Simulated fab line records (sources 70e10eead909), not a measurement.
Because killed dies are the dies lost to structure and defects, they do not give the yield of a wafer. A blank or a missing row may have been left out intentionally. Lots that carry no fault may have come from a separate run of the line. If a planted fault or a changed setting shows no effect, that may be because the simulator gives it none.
fab line records	flow nand_harc
[record] lots = 7	wafers = 17	last_day = 32
route steps=1302 shown A_BONDPAD@1232 HYBRID_BOND@1237 THIN_TSV@1244 END@1302
lots that met no fault: taken from a fault-free run of the same line
start_h: hours from the record's opening day to when the first of the lot's shown wafers began	wait_h: hours since the lot's step before	" unchanged from the row above	L1.1+2: one row covering several wafers at once	- value missing, or start not given	* or withheld: withheld	< > ~ a bound
route shown NAME@n: NAME is a module with steps in the file, n the number in the route of the first one	usual: the fault-free wafers' mean and standard deviation	same: alike in all rows	chamber/n: place in a boat	sites: per-site readings	_std_site: how widely they spread, as a standard deviation	_edge_site: the outer-site mean with the inner-site mean subtracted	radius_mm: for every site, how far away it sits from the centre of the wafer	mask NAME#n: copy n	behind: tool/chamber where the wafer was last shaped	hold: cause of the lot's hold/its duration in hours/its outcome	device: whichever transistor did not switch (one of n, p or np)	end of line: the tests these same wafers got at the end of their route	for a step that has no rows: nothing shown but its recipe	killed: at the first sort, the dies lost to defects and structure; wafer yield is something else	map: per-die view of a wafer (x killed, . not killed, _ where there is no die)
set.NAME: the setting that was run; set.NAME@STEP: the one run at that earlier step	model.NAME: the simulator's own value behind a step, which no gauge read
lots seen at some steps along the route; tables by step, rows by wafer
services: the hour from which a tool's chamber was out of use, counted from the record's first day as start_h (under 0 if before that day), plus the number of hours and why
[[steps]]
[step NHARC_A_BONDPAD_THK_MEAS_20]
[recipe] thk_meas_gauge = xrf
[usual] thk_nm = 170.2/1.5
lot.wafer	tool	chamber	start_h	wait_h	thk_nm
L897.1	film_metro-02	-	549.45	-	170.2
L897.5	"	-	"	"	170.9
L897.6	"	-	"	"	169.0
L904.5	film_metro-02	-	607.13	-	170.0
L903.4	film_metro-01	-	608.50	-	169.9
L905.1	film_metro-01	-	630.23	-	170.2
L905.4	"	-	"	"	171.5
L905.5	"	-	"	"	169.5
L913.2	film_metro-01	-	714.99	-	173.2
L913.5	"	-	"	"	173.1
L913.6	"	-	"	"	170.0
L914.1	film_metro-01	-	722.72	-	167.1
L914.3	"	-	"	"	169.2
L914.5	"	-	"	"	170.6
L917.2	film_metro-02	-	729.62	-	171.0
L917.3	"	-	"	"	167.8
L917.6	"	-	"	"	170.5
[step NHARC_A_BONDPAD_SRD_21]
[recipe] time_s = 30	temp_c = 23	dry_time_s = 20	spin_rpm = 1500
[step NHARC_A_BONDPAD_INSPECT_23]
[usual] raw_defect_count = 545/110
lot.wafer	tool	chamber	start_h	wait_h	raw_defect_count
L897.1	defect_inspect-02	-	549.67	0.0	378
L897.5	"	-	"	"	487
L897.6	"	-	"	"	631
L904.5	defect_inspect-01	-	607.35	0.0	429
L903.4	defect_inspect-02	-	608.70	0.0	491
L905.1	defect_inspect-02	-	630.43	0.0	499
L905.4	"	-	"	"	634
L905.5	"	-	"	"	469
L913.2	defect_inspect-02	-	715.20	0.0	498
L913.5	"	-	"	"	593
L913.6	"	-	"	"	525
L914.1	defect_inspect-02	-	722.92	0.0	570
L914.3	"	-	"	"	534
L914.5	"	-	"	"	472
L917.2	defect_inspect-01	-	729.84	0.0	445
L917.3	"	-	"	"	523
L917.6	"	-	"	"	472
[step NHARC_HYBRID_BOND_ACTIVATE_00]
[recipe] time_s = 60	n2_flow_sccm = 200	ar_flow_sccm = 0	bias_power_w = 0	chemistry = N2
[usual] drypump_motor_current_A = 5.5/0.46	oes_product_au = 1.000/0.0073	rf_vpp_V = 64.3/0.99	showerhead_plenum_p_Torr = 1.79/0.069
lot.wafer	tool	chamber	start_h	wait_h	drypump_motor_current_A	oes_product_au	rf_hours_counter_h	rf_vpp_V	showerhead_plenum_p_Torr
L897.1	rie_diel-06	0	549.76	0.1	5.3	1.002	5	62.8	1.77
L897.5	"	2	"	"	5.0	1.000	-	64.4	1.87
L897.6	"	3	"	"	5.8	1.011	-	63.0	1.71
L904.5	rie_diel-06	3	607.47	0.1	5.8	0.999	-	64.4	1.70
L903.4	rie_diel-06	3	608.78	0.1	5.7	1.005	10	63.0	1.70
L905.4	rie_diel-06	2	630.49	0.1	5.0	0.997	12	63.6	1.87
L905.1	"	3	"	"	5.7	1.006	13	65.5	1.70
L905.5	"	2	"	"	5.0	0.996	-	64.9	1.87
L913.2	rie_diel-12	0	715.28	0.1	5.0	0.994	29	65.6	1.89
L913.6	"	2	"	"	6.4	0.993	-	62.3	1.65
L913.5	"	3	"	"	6.3	0.998	-	65.0	1.84
L914.3	rie_diel-06	1	722.99	0.1	5.6	0.994	5	65.6	1.81
L914.1	"	3	"	"	5.8	1.003	4	63.1	1.70
L914.5	"	1	"	"	5.6	1.008	-	65.1	1.81
L917.3	rie_diel-12	3	729.92	0.1	6.2	1.000	31	66.0	1.84
L917.2	"	1	"	"	4.8	1.009	32	63.4	1.71
L917.6	"	3	"	"	6.3	1.007	-	66.4	1.84
[step NHARC_HYBRID_BOND_PRECLEAN_01]
[recipe] time_s = 300	temp_c = 23	chemistry = DIW
[step NHARC_HYBRID_BOND_SRD_02]
[recipe] time_s = 30	temp_c = 23	dry_time_s = 20	spin_rpm = 1500
[step NHARC_HYBRID_BOND_BOND_03]
[recipe] temp_c = 25
[step NHARC_HYBRID_BOND_ANNEAL_04]
[recipe] temp_c = 300	time_s = 7200	ramp_up_c_per_min = 5	ramp_down_c_per_min = 3	idle_temp_c = 100	pressure_atm = 1
[step NHARC_HYBRID_BOND_OVL_MEAS_05]
[usual] overlay_x_nm = -4/32	overlay_y_nm = 2/34
lot.wafer	tool	chamber	start_h	wait_h	overlay_x_nm	overlay_y_nm
L897.1	overlay-01	-	576.93	0.4	-1	-1
L897.5	"	-	"	"	59	11
L897.6	"	-	"	"	-51	-16
L903.4	overlay-02	-	616.80	0.4	6	44
L904.5	overlay-01	-	616.80	0.4	-38	59
L905.1	overlay-02	-	639.90	0.4	-36	-12
L905.4	"	-	"	"	-37	-16
L905.5	"	-	"	"	-95	54
L913.2	overlay-02	-	725.26	0.4	-10	-22
L913.5	"	-	"	"	23	-62
L913.6	"	-	"	"	-26	-57
L914.1	overlay-01	-	734.28	0.4	37	45
L914.3	"	-	"	"	9	24
L914.5	"	-	"	"	-5	-21
L917.2	overlay-02	-	739.29	0.4	-16	49
L917.3	"	-	"	"	16	-46
L917.6	"	-	"	"	18	-11
[step NHARC_HYBRID_BOND_INSPECT_06]
[recipe] inspect_instrument = ir_void
[usual] raw_defect_count = 84/30
lot.wafer	tool	chamber	start_h	wait_h	raw_defect_count
L897.1	defect_inspect-02	-	576.98	0.0	107
L897.5	"	-	"	"	115
L897.6	"	-	"	"	120
L903.4	defect_inspect-01	-	616.86	0.1	115
L904.5	defect_inspect-01	-	616.89	0.1	88
L905.1	defect_inspect-02	-	639.95	0.0	25
L905.4	"	-	"	"	39
L905.5	"	-	"	"	23
L913.2	defect_inspect-02	-	725.32	0.1	78
L913.5	"	-	"	"	74
L913.6	"	-	"	"	81
L914.1	defect_inspect-02	-	734.33	0.0	108
L914.3	"	-	"	"	85
L914.5	"	-	"	"	117
L917.2	defect_inspect-02	-	739.34	0.1	62
L917.3	"	-	"	"	89
L917.6	"	-	"	"	80
[step NHARC_THIN_TSV_GRIND_00]
[recipe] target_thk_um = 6
[usual] motor_current_A = 12.001/0.021
lot.wafer	tool	chamber	start_h	wait_h	motor_current_A
L897.1	grinder-01	0	577.13	0.1	12.017
L897.5	"	0	"	"	11.983
L897.6	"	0	"	"	12.011
L903.4	grinder-01	0	617.60	0.7	11.985
L904.5	grinder-01	0	619.00	2.1	11.973
L905.1	grinder-01	0	640.10	0.1	12.008
L905.4	"	0	"	"	12.002
L905.5	"	0	"	"	11.999
L913.2	grinder-01	0	725.67	0.3	12.019
L913.5	"	0	"	"	11.971
L913.6	"	0	"	"	11.983
L914.1	grinder-01	0	734.48	0.1	11.974
L914.3	"	0	"	"	11.996
L914.5	"	0	"	"	11.970
L917.2	grinder-01	0	744.20	4.9	11.985
L917.3	"	0	"	"	12.024
L917.6	"	0	"	"	11.969
[step NHARC_THIN_TSV_CMP_01]
[recipe] target_thk_um = 3
[usual] motor_current_A = 11.6/0.95
lot.wafer	tool	chamber	start_h	wait_h	motor_current_A
L897.1	cmp-04	3	578.42	1.1	12.7
L897.6	"	1	"	"	11.0
L897.5	"	2	"	"	10.1
L903.4	cmp-04	3	618.23	0.4	12.4
L904.5	cmp-02	2	619.52	0.3	11.2
L905.4	cmp-02	3	641.35	0.4	13.2
L905.1	"	1	"	"	12.3
L905.5	"	3	"	"	12.7
L913.2	cmp-01	1	726.72	0.9	13.7
L913.5	"	0	"	"	12.7
L913.6	"	1	"	"	12.4
L914.1	cmp-04	1	735.70	1.0	10.7
L914.3	"	3	"	"	12.9
L914.5	"	1	"	"	10.9
L917.3	cmp-04	3	745.24	0.6	12.6
L917.2	"	0	"	"	10.9
L917.6	"	3	"	"	12.6
[step NHARC_END_SORT_01]
[recipe] temp_c = 25
[usual] defect_limited_yield = 91.5/2.4	killed_at_array = 52/16	killed_at_other = 0.8/1.1	killed_at_periphery = 4.2/2.5	killed_dies = 57/16	killed_open = 3.4/2	killed_short = 2.6/1.6	sort_bin_2_pct = 3.0/1.1	sort_bin_3_pct = 0.6/0.31	sort_bin_4_pct = 4.8/1.4	sort_n_pass = 620/16	sort_rim_yield_pct = 90/4.8	sort_yield_pct = 91.5/2.4
[same] gross_dies = 677	sort_bin_5_pct[%] = 0	sort_bin_6_pct[%] = 0	sort_bin_7_pct[%] = 0	sort_bin_8_pct[%] = 0	sort_rim_n_gross = 106.00
lot.wafer	tool	chamber	start_h	wait_h	hold	defect_limited_yield[%]	killed_at_array	killed_at_other	killed_at_periphery	killed_dies	killed_open	killed_short	sort_bin_2_pct[%]	sort_bin_3_pct[%]	sort_bin_4_pct[%]	sort_n_pass	sort_rim_yield_pct[%]	sort_yield_pct[%]
L897.1	prober-01	0	594.72	2.5	-	90.5	58	1	5	64	5	3	3.5	1.0	4.9	613	99	90.5
L897.5	prober-01	0	597.97	3.8	-	90.1	57	2	8	67	2	3	4.3	0.7	4.9	610	93	90.1
L897.6	prober-01	0	598.78	4.1	-	93.8	38	0	4	42	2	1	3.8	0.4	1.9	635	86	93.8
L903.4	prober-02	0	638.47	3.4	await_dispo/4.0h/release	0	78	597	2	677	0	0	92.8	0.6	6.6	0	0	0
L904.5	prober-02	0	639.48	3.7	await_dispo/8.6h/release	0	61	611	5	677	2	5	92.8	1.2	6.1	0	0	0
L905.1	prober-01	0	669.69	2.5	await_dispo/3.2h/release	95.7	25	1	3	29	7	6	1.3	0.1	2.8	648	95	95.7
L905.4	prober-01	0	672.07	3.4	await_dispo/3.2h/release	0	28	644	5	677	4	3	97.2	0.3	2.5	0	0	0
L905.5	prober-01	0	672.86	3.7	await_dispo/3.2h/release	0	23	650	4	677	5	3	97.8	0.3	1.9	0	0	0
L913.2	prober-02	0	743.66	2.8	-	93.4	36	0	9	45	2	1	2.2	0.3	4.1	632	90	93.4
L913.5	prober-02	0	746.09	3.7	-	94.5	29	1	7	37	1	0	2.4	0.1	3.0	640	85	94.5
L913.6	prober-02	0	746.90	4.0	-	91.3	57	0	2	59	4	5	2.8	0.3	5.6	618	95	91.3
L914.1	prober-02	0	751.96	2.5	-	88.3	67	1	11	79	8	5	3.8	0.9	6.9	598	80	88.3
L914.3	prober-02	0	753.55	3.1	-	91.4	55	0	3	58	3	1	2.5	0.9	5.2	619	87	91.4
L914.5	prober-02	0	755.14	3.7	-	89.1	62	0	12	74	8	1	3.0	0.1	7.8	603	88	89.1
L917.2	prober-01	0	762.29	2.8	-	92.5	48	1	2	51	2	4	1.8	0.9	4.9	626	93	92.5
L917.3	prober-01	0	763.08	3.1	-	92.3	50	0	2	52	6	2	2.7	0.3	4.7	625	84	92.3
L917.6	prober-01	0	765.48	4.0	-	91.6	54	0	3	57	0	2	2.5	0.7	5.2	620	91	91.6
// killed by level:class
L897.1 A_CHANNEL_HOLE_D1:chamber_film_flake=26 A_CHANNEL_HOLE_D2:chamber_film_flake=20 P_GATE:chamber_film_flake=3 A_M0:geometric_particle:open=2 A_STAIRCASE:chamber_film_flake=2 P_M1:geometric_particle:open=1 A_ONON_D1:geometric_particle:short=1 A_CHANNEL_FILL_D1:geometric_particle:short=1
L897.5 A_CHANNEL_HOLE_D2:chamber_film_flake=26 A_CHANNEL_HOLE_D1:chamber_film_flake=22 P_GATE:chamber_film_flake=5 A_STAIRCASE:chamber_film_flake=3 P_CONTACT:geometric_particle:short=2 A_CONTACT:chamber_film_flake=2 A_BONDPAD:chamber_film_flake=2 THIN_TSV:chamber_film_flake=2
L897.6 A_CHANNEL_HOLE_D2:chamber_film_flake=14 A_CHANNEL_HOLE_D1:chamber_film_flake=12 A_WL_FILL:chamber_film_flake=4 A_CONTACT:chamber_film_flake=3 P_M0:chamber_film_flake=2 A_DECK1_JOINT:chamber_film_flake=2 P_M2:geometric_particle:open=1 A_CHANNEL_FILL_D1:geometric_particle:short=1
L903.4 THIN_TSV:area_cmp=593 A_CHANNEL_HOLE_D1:chamber_film_flake=38 A_SLIT:chamber_film_flake=24 A_CHANNEL_HOLE_D2:chamber_film_flake=6 A_BONDPAD:chamber_film_flake=6 THIN_TSV:chamber_film_flake=4 A_CONTACT:chamber_film_flake=3 P_ZERO_WELL:chamber_film_flake=1
L904.5 THIN_TSV:area_cmp=610 A_CHANNEL_HOLE_D1:chamber_film_flake=32 A_CHANNEL_HOLE_D2:chamber_film_flake=11 A_CONTACT:chamber_film_flake=4 P_STI:chamber_film_flake=3 A_CHANNEL_FILL_D1:chamber_film_flake=3 A_CHANNEL_FILL_D1:geometric_particle:short=2 A_CHANNEL_FILL_D2:geometric_particle:short=2
L905.1 A_CHANNEL_HOLE_D2:chamber_film_flake=7 A_CHANNEL_HOLE_D1:chamber_film_flake=3 A_CHANNEL_FILL_D2:geometric_particle:open=2 A_SLIT:geometric_particle:open=2 A_WL_FILL:geometric_particle:short=2 A_STAIRCASE:chamber_film_flake=2 P_CONTACT:geometric_particle:short=1 P_CONTACT:geometric_particle:open=1
L905.4 THIN_TSV:area_cmp=644 A_CHANNEL_HOLE_D2:chamber_film_flake=9 A_CHANNEL_HOLE_D1:chamber_film_flake=3 A_STAIRCASE:chamber_film_flake=3 A_SLIT:chamber_film_flake=3 A_M1:geometric_particle:open=2 P_ZERO_WELL:chamber_film_flake=2 A_WL_FILL:chamber_film_flake=2
L905.5 THIN_TSV:area_cmp=649 A_CHANNEL_HOLE_D2:chamber_film_flake=6 A_CHANNEL_HOLE_D1:chamber_film_flake=3 A_STAIRCASE:chamber_film_flake=3 P_CONTACT:geometric_particle:open=2 A_DECK1_JOINT:chamber_film_flake=2 A_SLIT:chamber_film_flake=2 P_GATE:geometric_particle:open=1
L913.2 A_CHANNEL_HOLE_D1:chamber_film_flake=20 P_M2:chamber_film_flake=6 A_STAIRCASE:chamber_film_flake=6 A_SLIT:chamber_film_flake=3 A_ZERO_WELL:chamber_film_flake=2 A_CHANNEL_FILL_D2:chamber_film_flake=2 A_CONTACT:chamber_film_flake=2 P_STI:geometric_particle:short=1
L913.5 A_CHANNEL_HOLE_D1:chamber_film_flake=20 P_M2:chamber_film_flake=5 A_STAIRCASE:chamber_film_flake=5 A_SLIT:chamber_film_flake=2 A_ONON_D2:geometric_particle:open=1 P_ZERO_WELL:chamber_film_flake=1 P_STI:chamber_film_flake=1 A_WL_FILL:chamber_film_flake=1
L913.6 A_CHANNEL_HOLE_D1:chamber_film_flake=30 A_STAIRCASE:chamber_film_flake=11 A_CONTACT:chamber_film_flake=4 P_M2:chamber_film_flake=2 A_CHANNEL_FILL_D1:geometric_particle:short=1 A_DECK1_JOINT:geometric_particle:short=1 A_DECK1_JOINT:geometric_particle:open=1 A_ONON_D2:geometric_particle:short=1
L914.1 A_CHANNEL_HOLE_D1:chamber_film_flake=23 A_CHANNEL_HOLE_D2:chamber_film_flake=21 A_SLIT:chamber_film_flake=6 A_CONTACT:chamber_film_flake=6 P_M1:chamber_film_flake=5 A_WL_FILL:geometric_particle:short=4 P_M0:geometric_particle:open=2 A_SOURCE_PLATE:geometric_particle:open=2
L914.3 A_CHANNEL_HOLE_D1:chamber_film_flake=22 A_CHANNEL_HOLE_D2:chamber_film_flake=16 A_SLIT:chamber_film_flake=9 A_CONTACT:chamber_film_flake=3 P_M1:chamber_film_flake=2 A_ONON_D1:geometric_particle:open=1 A_CHANNEL_HOLE_D2:geometric_particle:open=1 A_CHANNEL_FILL_D2:geometric_particle:short=1
L914.5 A_CHANNEL_HOLE_D1:chamber_film_flake=22 A_CHANNEL_HOLE_D2:chamber_film_flake=21 P_M1:chamber_film_flake=6 A_CONTACT:chamber_film_flake=5 A_ZERO_WELL:chamber_film_flake=3 A_SLIT:chamber_film_flake=3 P_M0:geometric_particle:open=2 A_M0:geometric_particle:open=2
L917.2 A_CHANNEL_HOLE_D2:chamber_film_flake=20 A_CONTACT:chamber_film_flake=8 A_CHANNEL_HOLE_D1:chamber_film_flake=7 A_SLIT:chamber_film_flake=5 A_WL_FILL:geometric_particle:short=2 P_GATE:chamber_film_flake=2 A_WL_FILL:chamber_film_flake=2 A_SOURCE_PLATE:geometric_particle:short=1
L917.3 A_CHANNEL_HOLE_D1:chamber_film_flake=13 A_CHANNEL_HOLE_D2:chamber_film_flake=13 A_SLIT:chamber_film_flake=7 A_CONTACT:chamber_film_flake=4 A_WL_FILL:chamber_film_flake=3 A_DECK1_JOINT:geometric_particle:short=2 A_ONON_D2:geometric_particle:open=2 A_M0:geometric_particle:open=2
L917.6 A_CHANNEL_HOLE_D2:chamber_film_flake=24 A_CHANNEL_HOLE_D1:chamber_film_flake=16 A_SLIT:chamber_film_flake=9 A_ZERO_WELL:chamber_film_flake=2 A_WL_FILL:chamber_film_flake=2 P_M0:geometric_particle:short=1 P_M2:geometric_particle:short=1 P_GATE:chamber_film_flake=1
// map L903.4 (x killed, . not)
____________x____________
_________xxxxxxx_________
_______xxxxxxxxxxx_______
______xxxxxxxxxxxxx______
_____xxxxxxxxxxxxxxx_____
____xxxxxxxxxxxxxxxxx____
____xxxxxxxxxxxxxxxxx____
___xxxxxxxxxxxxxxxxxxx___
___xxxxxxxxxxxxxxxxxxx___
__xxxxxxxxxxxxxxxxxxxxx__
__xxxxxxxxxxxxxxxxxxxxx__
_xxxxxxxxxxxxxxxxxxxxxxx_
_xxxxxxxxxxxxxxxxxxxxxxx_
_xxxxxxxxxxxxxxxxxxxxxxx_
_xxxxxxxxxxxxxxxxxxxxxxx_
_xxxxxxxxxxxxxxxxxxxxxxx_
xxxxxxxxxxxxxxxxxxxxxxxxx
xxxxxxxxxxxxxxxxxxxxxxxxx
xxxxxxxxxxxxxxxxxxxxxxxxx
xxxxxxxxxxxxxxxxxxxxxxxxx
xxxxxxxxxxxxxxxxxxxxxxxxx
_xxxxxxxxxxxxxxxxxxxxxxx_
_xxxxxxxxxxxxxxxxxxxxxxx_
_xxxxxxxxxxxxxxxxxxxxxxx_
_xxxxxxxxxxxxxxxxxxxxxxx_
_xxxxxxxxxxxxxxxxxxxxxxx_
__xxxxxxxxxxxxxxxxxxxxx__
__xxxxxxxxxxxxxxxxxxxxx__
___xxxxxxxxxxxxxxxxxxx___
___xxxxxxxxxxxxxxxxxxx___
____xxxxxxxxxxxxxxxxx____
____xxxxxxxxxxxxxxxxx____
_____xxxxxxxxxxxxxxx_____
______xxxxxxxxxxxxx______
_______xxxxxxxxxxx_______
_________xxxxxxx_________
____________x____________
// map L904.5 (x killed, . not)
____________x____________
_________xxxxxxx_________
_______xxxxxxxxxxx_______
______xxxxxxxxxxxxx______
_____xxxxxxxxxxxxxxx_____
____xxxxxxxxxxxxxxxxx____
____xxxxxxxxxxxxxxxxx____
___xxxxxxxxxxxxxxxxxxx___
___xxxxxxxxxxxxxxxxxxx___
__xxxxxxxxxxxxxxxxxxxxx__
__xxxxxxxxxxxxxxxxxxxxx__
_xxxxxxxxxxxxxxxxxxxxxxx_
_xxxxxxxxxxxxxxxxxxxxxxx_
_xxxxxxxxxxxxxxxxxxxxxxx_
_xxxxxxxxxxxxxxxxxxxxxxx_
_xxxxxxxxxxxxxxxxxxxxxxx_
xxxxxxxxxxxxxxxxxxxxxxxxx
xxxxxxxxxxxxxxxxxxxxxxxxx
xxxxxxxxxxxxxxxxxxxxxxxxx
xxxxxxxxxxxxxxxxxxxxxxxxx
xxxxxxxxxxxxxxxxxxxxxxxxx
_xxxxxxxxxxxxxxxxxxxxxxx_
_xxxxxxxxxxxxxxxxxxxxxxx_
_xxxxxxxxxxxxxxxxxxxxxxx_
_xxxxxxxxxxxxxxxxxxxxxxx_
_xxxxxxxxxxxxxxxxxxxxxxx_
__xxxxxxxxxxxxxxxxxxxxx__
__xxxxxxxxxxxxxxxxxxxxx__
___xxxxxxxxxxxxxxxxxxx___
___xxxxxxxxxxxxxxxxxxx___
____xxxxxxxxxxxxxxxxx____
____xxxxxxxxxxxxxxxxx____
_____xxxxxxxxxxxxxxx_____
______xxxxxxxxxxxxx______
_______xxxxxxxxxxx_______
_________xxxxxxx_________
____________x____________
[[services]]
tool	chamber	start_h	hours	kind
cmp-02	-	526.51	4.0	pm
grinder-01	-	530.99	0.6	repair
grinder-01	-	557.11	1.5	repair
cmp-02	-	581.55	3.5	repair
rie_diel-12	3	581.97	1.5	repair
grinder-01	-	600.72	3.1	repair
cmp-04	-	601.11	4.0	pm
rie_diel-12	1	602.59	2.8	repair
cmp-04	-	619.26	0.5	repair
rie_diel-12	-	623.40	9.0	pm
cmp-02	-	624.51	4.0	pm
cmp-04	-	633.08	0.3	repair
cmp-02	-	636.79	2.4	repair
rie_diel-12	1	650.10	4.9	repair
rie_diel-06	2	659.73	17.2	repair
rie_diel-06	-	661.29	9.0	pm
cmp-04	-	661.96	3.1	repair
cmp-02	-	661.99	4.9	repair
cmp-04	-	699.18	4.0	pm
grinder-01	-	708.80	2.6	repair
cmp-02	-	717.43	0.6	repair
grinder-01	-	729.30	1.5	repair
grinder-01	-	736.00	8.0	pm
cmp-04	-	736.86	0.4	repair
[[key]]
[first_sign] step = NHARC_END_SORT_01	reading = killed_at_other	direction = up	sigmas = 99+	usual = 0.8	struck = 625.5
[effect] step = NHARC_END_SORT_01	reading = sort_bin_2_pct	direction = up	sigmas = 83	usual = 3.0	struck = 95.1
[more_kills_born_at] NHARC_THIN_TSV_CMP_01@cmp-02 = 1903	NHARC_THIN_TSV_CMP_01@cmp-04 = 593
met_at NHARC_THIN_TSV_GRIND_00
struck_wafers L903.4,L904.5,L905.4,L905.5
later_rows_left_out L903.4,L904.5,L905.4,L905.5
onset_between 577.13 617.60
[fault] kind = process_parameter_drift	tool = grinder-01	chamber = -	onset_h = 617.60	steps = NHARC_THIN_TSV_GRIND_00	channel = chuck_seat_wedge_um	offset = 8	shape = step	end_h = 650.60	scope = struck_wafers_only
// later_rows_left_out: the simulator's readings of these wafers behind a module that went badly wrong aren't trusted and aren't shown, but for the sort
